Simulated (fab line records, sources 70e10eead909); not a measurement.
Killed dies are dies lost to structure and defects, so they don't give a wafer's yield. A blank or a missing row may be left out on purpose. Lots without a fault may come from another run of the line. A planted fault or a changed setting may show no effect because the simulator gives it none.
A struck lot beside a sound one | flow nand_harc | 15 steps out of a route of 1302
Sound: wafers L166.1, L166.2, L166.5. Struck: wafers L170.1, L170.2, L170.6. The cause comes at the end.
At each step with rows: each side's tool, then ch and its chambers, then its first start. Under that, the readings that differ: sound wafers | struck wafers | difference of the means | sigmas: that difference in standard deviations of wafers without a fault.
alike: readings whose means differ by less than 2 such deviations, and words and numbers that are the same on both sides. not compared: withheld readings, readings that some wafer has no value for, bounds like >300 that may hide the same value, and numbers for which the record gives no deviation and whose values overlap.
The two part at a step that has a row with sigmas, a row that says differs or no value, or rows on one side only. Numbers that don't overlap but have no deviation are shown without sigmas and don't part them. A reading that every wafer of one side lacks parts them only if that side has two wafers or more.

first, 5 steps without rows for these wafers: NHARC_A_CONTACT_SOFTBAKE_03 (time 55 s); NHARC_A_CONTACT_EBR_04; NHARC_A_CONTACT_EXPOSE_05 (exposes mask A CC); NHARC_A_CONTACT_PEB_06 (peb time 65 s); NHARC_A_CONTACT_DEVELOP_07 (develop time 35 s).
NHARC_A_CONTACT_CD_MEAS_08: target cd 200 nm.
  sound on cd_sem-03 ch 0, day 22 12:12; struck on cd_sem-03 ch 0, day 25 07:19
  alike: cd_nm
NHARC_A_CONTACT_OVL_MEAS_09:
  sound on overlay-01, day 22 12:17; struck on overlay-01, day 25 07:24
  alike: overlay_x_nm, overlay_y_nm
NHARC_A_CONTACT_INSPECT_10:
  sound on defect_inspect-01, day 22 12:20; struck on defect_inspect-01, day 25 07:26
  alike: raw_defect_count
NHARC_A_CONTACT_DESCUM_13: chemistry O2, time 3 s.
  sound on rie_diel-01 ch 0,1,2, day 22 12:24; struck on rie_diel-01 ch 0,3, day 25 07:30
  alike: drypump_motor_current_A, oes_product_au, rf_vpp_V, showerhead_plenum_p_Torr, throttle_valve_pct
  not compared: rf_hours_counter_h
NHARC_A_CONTACT_ETCH_88: etches the open film in CF4, target depth 39 nm, time 65 s.
  sound on rie_diel-01 ch 0,1,3, day 22 12:29; struck on rie_diel-01 ch 1,3, day 25 07:36
  alike: cf4_flow_sccm, drypump_motor_current_A, oes_product_au, rf_vpp_V, run_length_s, showerhead_plenum_p_Torr, throttle_valve_pct
  not compared: rf_hours_counter_h
NHARC_A_CONTACT_ETCH_89: etches the open film in N2/H2, target depth 260 nm, time 475.3 s.
  sound on rie_diel-01 ch 0,1,2; struck on rie_diel-01 ch 1,3
  alike: drypump_motor_current_A, oes_product_au, rf_vpp_V, run_length_s, showerhead_plenum_p_Torr, throttle_valve_pct
  not compared: rf_hours_counter_h
NHARC_A_CONTACT_ETCH_30: etches the open film in CF4/CHF3, target depth 72.6 nm, time 36.3 s.
  sound on rie_diel-01 ch 0,2,3; struck on rie_diel-01 ch 0,1,3
  reading               | sound             | struck            | difference | sigmas
  oes_product_au (a.u.) | 0.939 0.918 0.924 | 0.991 0.966 0.948 | +0.041     | +2
  alike: cf4_flow_sccm, drypump_motor_current_A, rf_vpp_V, run_length_s, showerhead_plenum_p_Torr, throttle_valve_pct
  not compared: rf_hours_counter_h
NHARC_A_CONTACT_ETCH_31: etches the open film in O2/COS, target depth 2800 nm, time 728 s.
  sound on rie_diel-01 ch 1,3, day 22 13:00; struck on rie_diel-01 ch 1,3, day 25 08:17
  reading               | sound             | struck            | difference | sigmas
  oes_product_au (a.u.) | 1.008 0.985 0.988 | 1.009 1.024 1.034 | +0.029     | +2
  run_length_s (s)      | 749.6 750.2 750.1 | 584.9 584.7 584.4 | -165.3     | -99 or more
  alike: cos_flow_sccm, drypump_motor_current_A, rf_vpp_V, showerhead_plenum_p_Torr, throttle_valve_pct
  not compared: rf_hours_counter_h
NHARC_A_CONTACT_ETCH_134: etches the open film in C4F8/O2/Ar, time 140 s, target depth 700 nm.
  sound on har_cap_etch-02 ch 0,1, day 22 13:32; struck on har_cap_etch-02 ch 0,1, day 25 08:55
  alike: run_length_s
  not compared: rf_hours_counter_h
-- the record jumps here: 2 days lie between the struck wafers' starts before and after (it left off in module A_CONTACT and takes up again in module END, whose first step shown is number 1302 of the route) --
NHARC_END_SORT_01:
  the record has rows for the struck wafers here (prober-02 ch 0, day 27 15:04) and none for the sound ones

WHERE THEY PART
First at NHARC_A_CONTACT_ETCH_30; last, within this record, at NHARC_END_SORT_01.

WHY: what the simulator had put in
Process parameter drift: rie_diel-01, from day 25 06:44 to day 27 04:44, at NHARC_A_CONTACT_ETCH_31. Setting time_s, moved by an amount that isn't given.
